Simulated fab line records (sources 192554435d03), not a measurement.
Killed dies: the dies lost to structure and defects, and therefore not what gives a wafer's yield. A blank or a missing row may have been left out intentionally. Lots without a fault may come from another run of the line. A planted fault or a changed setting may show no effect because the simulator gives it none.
Chamber matching :: flow n5 finfet :: N5_BEOL_M8_ILD_DEP_00 on pecvd-01 has 3 sister chambers
The step deposits SiCOH lowk from DEMS/porogen, target thk 179.75 nm, time 33.4 s. 14 wafers are shown with their chamber, then 7 later ones without.

## WAFERS, EACH WITH ITS CHAMBER
wafer: L321.1
chamber: 2
throttle valve pct (%): 13.7
heater power outer w (W): 103
heater power w (W): 275

wafer: L321.4
chamber: 0
throttle valve pct (%): 13.6
heater power outer w (W): 112
heater power w (W): 287

wafer: L321.6
chamber: 1
throttle valve pct (%): 12.4
heater power outer w (W): 157
heater power w (W): 340

wafer: L322.1
chamber: 2
throttle valve pct (%): 13.7
heater power outer w (W): 88
heater power w (W): 260

wafer: L322.2
chamber: 0
throttle valve pct (%): 13.6
heater power outer w (W): 103
heater power w (W): 280

wafer: L322.6
chamber: 1
throttle valve pct (%): 12.5
heater power outer w (W): 185
heater power w (W): 392

wafer: L325.2
chamber: 1
throttle valve pct (%): 12.4
heater power outer w (W): 175
heater power w (W): 366

wafer: L325.3
chamber: 0
throttle valve pct (%): 13.8
heater power outer w (W): 121
heater power w (W): 306

wafer: L325.6
chamber: 2
throttle valve pct (%): 13.9
heater power outer w (W): 132
heater power w (W): 314

wafer: L326.1
chamber: 1
throttle valve pct (%): 12.5
heater power outer w (W): 160
heater power w (W): 347

wafer: L326.4
chamber: 2
throttle valve pct (%): 13.5
heater power outer w (W): 131
heater power w (W): 312

wafer: L326.6
chamber: 1
throttle valve pct (%): 12.6
heater power outer w (W): 164
heater power w (W): 358

wafer: L328.1
chamber: 2
throttle valve pct (%): 13.7
heater power outer w (W): 102
heater power w (W): 274

wafer: L328.2
chamber: 1
throttle valve pct (%): 12.3
heater power outer w (W): 176
heater power w (W): 373

SIGNATURES (averages over the wafers above)
reading: throttle valve pct
chamber 0: 13.667
chamber 1: 12.450
chamber 2: 13.700
scatter within a chamber: 0.121

reading: heater power outer w
chamber 0: 112.00
chamber 1: 169.50
chamber 2: 111.20
scatter within a chamber: 14.4

reading: heater power w
chamber 0: 291.00
chamber 1: 362.67
chamber 2: 287.00
scatter within a chamber: 20.3
Rule: for each reading, subtract the chamber's mean from the wafer's reading, divide by that reading's scatter and square the result; add these up over the readings and take the root, which gives the wafer's distance from the chamber. The wafer belongs to the nearest chamber; if the next one is less than 2 further off, it can't be placed. How the scatter is found: for the shown wafers, subtract from each reading the mean of its chamber, square and add these, divide the total by (wafers less chambers), then take the root.

## WAFERS WITHOUT THEIR CHAMBER
wafer: L328.6
throttle valve pct (%): 13.7
heater power outer w (W): 117
heater power w (W): 307

wafer: L343.2
throttle valve pct (%): 13.6
heater power outer w (W): 123
heater power w (W): 300

wafer: L343.5
throttle valve pct (%): 14.1
heater power outer w (W): 147
heater power w (W): 339

wafer: L343.6
throttle valve pct (%): 12.6
heater power outer w (W): 173
heater power w (W): 368

wafer: L344.1
throttle valve pct (%): 13.5
heater power outer w (W): 90
heater power w (W): 255

wafer: L344.5
throttle valve pct (%): 13.7
heater power outer w (W): 94
heater power w (W): 261

wafer: L344.6
throttle valve pct (%): 13.7
heater power outer w (W): 140
heater power w (W): 324

## WHICH CHAMBER EACH WENT THROUGH
wafer: L328.6
from the rows above: can't be placed: 0 or 2
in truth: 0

wafer: L343.2
from the rows above: can't be placed: 0 or 2
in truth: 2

wafer: L343.5
from the rows above: can't be placed: 2 or 0
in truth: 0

wafer: L343.6
from the rows above: 1
in truth: 1

wafer: L344.1
from the rows above: can't be placed: 0 or 2
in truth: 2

wafer: L344.5
from the rows above: can't be placed: 2 or 0
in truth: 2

wafer: L344.6
from the rows above: can't be placed: 0 or 2
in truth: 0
Placed correctly: 1 of 7. Unplaceable from these rows: 6, with the true chamber sitting among the candidates in 6. Placed wrongly: 0.
